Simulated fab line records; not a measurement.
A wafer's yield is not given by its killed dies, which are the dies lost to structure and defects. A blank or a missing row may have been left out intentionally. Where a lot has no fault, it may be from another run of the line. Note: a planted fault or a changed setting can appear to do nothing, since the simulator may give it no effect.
Split-lot study / flow n5-finfet / 21 wafers read from 7 lots, route of 1938 steps

SPLIT DETAILS
At N5_BEOL_M11_COAT_59 (time 60 s, resist thk 100 nm), the setting spin-rpm was moved away from the recipe's 1500 rpm on 4 of the 21 wafers read, by -8.5% to +7.4%. For the rest of the wafers, this setting stayed at what the recipe calls for.

FROM THE SPLIT TO THE READING: what the file shows between them, 7 steps
- N5_BEOL_M11_COAT_60: time 60 s, resist thk 30 nm
- N5_BEOL_M11_COAT_05: resist thk 90 nm
- N5_BEOL_M11_DESCUM_16: chemistry O2, time 7.9 s
- N5_BEOL_M11_ETCH_61: etches SiARC in CF4, target depth 39 nm, time 65 s
- N5_BEOL_M11_ETCH_62: etches SOC in N2/H2, target depth 110 nm, overetch 22 nm, time 165 s
- N5_BEOL_M11_STRIP_68: strips in N2/H2
- N5_BEOL_M11_STRIP_67: strips in CF4

THE READING
SOC_of_BEOL_M11_COAT_59.thk-nm (the simulator's own value, which no gauge read), in nm, at N5_BEOL_M11_HM_OPEN_17 (chemistry Cl2/BCl3, target TiN, target depth 20 nm, overetch 6 nm). The file gives no usual value for it. Average 91.9 nm, standard deviation 0.24 nm, over the 17 wafers here run with the recipe.

wafer=L074.1; tool, chamber at the split=litho-track-01, 0; spin-rpm as run, rpm=1500; against the recipe=recipe; SOC_of_BEOL_M11_COAT_59.thk-nm, nm=91.6; against lot-mates on the recipe=-
wafer=L074.5; tool, chamber at the split=litho-track-01, 0; spin-rpm as run, rpm=1500; against the recipe=recipe; SOC_of_BEOL_M11_COAT_59.thk-nm, nm=91.6; against lot-mates on the recipe=-
wafer=L074.6; tool, chamber at the split=litho-track-01, 0; spin-rpm as run, rpm=1372; against the recipe=-8.5%; SOC_of_BEOL_M11_COAT_59.thk-nm, nm=96.2; against lot-mates on the recipe=+4.6
wafer=L076.4; tool, chamber at the split=litho-track-01, 0; spin-rpm as run, rpm=1500; against the recipe=recipe; SOC_of_BEOL_M11_COAT_59.thk-nm, nm=91.8; against lot-mates on the recipe=-
wafer=L076.5; tool, chamber at the split=litho-track-01, 0; spin-rpm as run, rpm=1500; against the recipe=recipe; SOC_of_BEOL_M11_COAT_59.thk-nm, nm=91.8; against lot-mates on the recipe=-
wafer=L076.6; tool, chamber at the split=litho-track-01, 0; spin-rpm as run, rpm=1500; against the recipe=recipe; SOC_of_BEOL_M11_COAT_59.thk-nm, nm=91.4; against lot-mates on the recipe=-
wafer=L081.3; tool, chamber at the split=litho-track-05, 0; spin-rpm as run, rpm=1500; against the recipe=recipe; SOC_of_BEOL_M11_COAT_59.thk-nm, nm=92; against lot-mates on the recipe=-
wafer=L081.5; tool, chamber at the split=litho-track-05, 0; spin-rpm as run, rpm=1500; against the recipe=recipe; SOC_of_BEOL_M11_COAT_59.thk-nm, nm=91.6; against lot-mates on the recipe=-
wafer=L081.6; tool, chamber at the split=litho-track-05, 0; spin-rpm as run, rpm=1500; against the recipe=recipe; SOC_of_BEOL_M11_COAT_59.thk-nm, nm=92.2; against lot-mates on the recipe=-
wafer=L086.1; tool, chamber at the split=litho-track-01, 0; spin-rpm as run, rpm=1611; against the recipe=+7.4%; SOC_of_BEOL_M11_COAT_59.thk-nm, nm=88.4; against lot-mates on the recipe=-3.6
wafer=L086.3; tool, chamber at the split=litho-track-01, 0; spin-rpm as run, rpm=1500; against the recipe=recipe; SOC_of_BEOL_M11_COAT_59.thk-nm, nm=92; against lot-mates on the recipe=-
wafer=L086.6; tool, chamber at the split=litho-track-01, 0; spin-rpm as run, rpm=1611; against the recipe=+7.4%; SOC_of_BEOL_M11_COAT_59.thk-nm, nm=88.6; against lot-mates on the recipe=-3.4
wafer=L089.1; tool, chamber at the split=litho-track-01, 0; spin-rpm as run, rpm=1500; against the recipe=recipe; SOC_of_BEOL_M11_COAT_59.thk-nm, nm=92; against lot-mates on the recipe=-
wafer=L089.4; tool, chamber at the split=litho-track-01, 0; spin-rpm as run, rpm=1500; against the recipe=recipe; SOC_of_BEOL_M11_COAT_59.thk-nm, nm=92; against lot-mates on the recipe=-
wafer=L089.2; tool, chamber at the split=litho-track-01, 0; spin-rpm as run, rpm=1500; against the recipe=recipe; SOC_of_BEOL_M11_COAT_59.thk-nm, nm=92.2; against lot-mates on the recipe=-
wafer=L090.1; tool, chamber at the split=litho-track-02, 0; spin-rpm as run, rpm=1500; against the recipe=recipe; SOC_of_BEOL_M11_COAT_59.thk-nm, nm=92; against lot-mates on the recipe=-
wafer=L090.5; tool, chamber at the split=litho-track-02, 0; spin-rpm as run, rpm=1500; against the recipe=recipe; SOC_of_BEOL_M11_COAT_59.thk-nm, nm=92; against lot-mates on the recipe=-
wafer=L090.3; tool, chamber at the split=litho-track-02, 0; spin-rpm as run, rpm=1500; against the recipe=recipe; SOC_of_BEOL_M11_COAT_59.thk-nm, nm=91.8; against lot-mates on the recipe=-
wafer=L091.2; tool, chamber at the split=litho-track-02, 0; spin-rpm as run, rpm=1547; against the recipe=+3.1%; SOC_of_BEOL_M11_COAT_59.thk-nm, nm=91; against lot-mates on the recipe=-1.2
wafer=L091.4; tool, chamber at the split=litho-track-02, 0; spin-rpm as run, rpm=1500; against the recipe=recipe; SOC_of_BEOL_M11_COAT_59.thk-nm, nm=92.2; against lot-mates on the recipe=-
wafer=L091.5; tool, chamber at the split=litho-track-02, 0; spin-rpm as run, rpm=1500; against the recipe=recipe; SOC_of_BEOL_M11_COAT_59.thk-nm, nm=92.2; against lot-mates on the recipe=-

FIT RESULTS
A straight line over all 21 wafers: SOC_of_BEOL_M11_COAT_59.thk-nm changes by -0.47 nm for each +1% of spin-rpm; r = -0.98; the points scatter about the line by 0.27 nm.
The same after taking each lot's own level away (the mean of its wafers on the recipe; 21 wafers): -0.496 nm for each +1%; r = -0.99; scatter 0.18 nm.
That fit puts the effect of the largest move of spin-rpm on the reading at 4.2 nm.
The lots' own levels span 91.60 to 92.20 nm, that is 2.5 times the standard deviation above.
So the lot-to-lot level changes the slope little: the two slopes agree.
Check: with one of the wafers moved furthest among these (-8.5%) left out of the fit, the line predicts +3.99 nm for it against its lot-mates. Against them it came out at +4.6 nm.

OTHER SPLITS APPLIED TO THESE WAFERS
Before the reading, these wafers also passed through other splits. Each is held against what the fit with the lots' levels taken away leaves over:
other split on the same wafers=N5_BEOL_M9_COAT_05 spin-rpm; wafers away from the commonest value=5; r with SOC_of_BEOL_M11_COAT_59.thk-nm (lot level and that fit taken away)=-0.01
other split on the same wafers=N5_BEOL_M9_CMP_52 down-force-psi; wafers away from the commonest value=6; r with SOC_of_BEOL_M11_COAT_59.thk-nm (lot level and that fit taken away)=+0.22
other split on the same wafers=N5_BEOL_M10_TRENCH_ETCH_37 source-w; wafers away from the commonest value=8; r with SOC_of_BEOL_M11_COAT_59.thk-nm (lot level and that fit taken away)=-0.03
other split on the same wafers=N5_BEOL_M11_ILD_DEP_00 time-s; wafers away from the commonest value=8; r with SOC_of_BEOL_M11_COAT_59.thk-nm (lot level and that fit taken away)=-0.03

THE WHOLE CHAIN: every reading that the file lists as answering this split, in the file's order
step=N5_BEOL_M11_COAT_59; what it does=time 60 s, resist thk 100 nm; reading=SOC_of_BEOL_M11_COAT_59.thk-nm (the simulator's own value, which no gauge read); change (the file's fit)=-0.476 nm for each +1% of the setting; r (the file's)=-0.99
step=N5_BEOL_M11_ETCH_62; what it does=etches SOC in N2/H2, target depth 110 nm, overetch 22 nm, time 165 s; reading=etch.depth-nm (the simulator's own value, which no gauge read); change (the file's fit)=-0.482 nm for each +1% of the setting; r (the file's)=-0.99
step=N5_BEOL_M11_HM_OPEN_17; what it does=chemistry Cl2/BCl3, target TiN, target depth 20 nm, overetch 6 nm; reading=SOC_of_BEOL_M11_COAT_59.thk-nm (the simulator's own value, which no gauge read); change (the file's fit)=-0.502 nm for each +1% of the setting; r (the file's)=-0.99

FILE'S OWN FIT
SOC_of_BEOL_M11_COAT_59.thk-nm changes by -0.502 nm for each +1% of spin-rpm, r = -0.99.
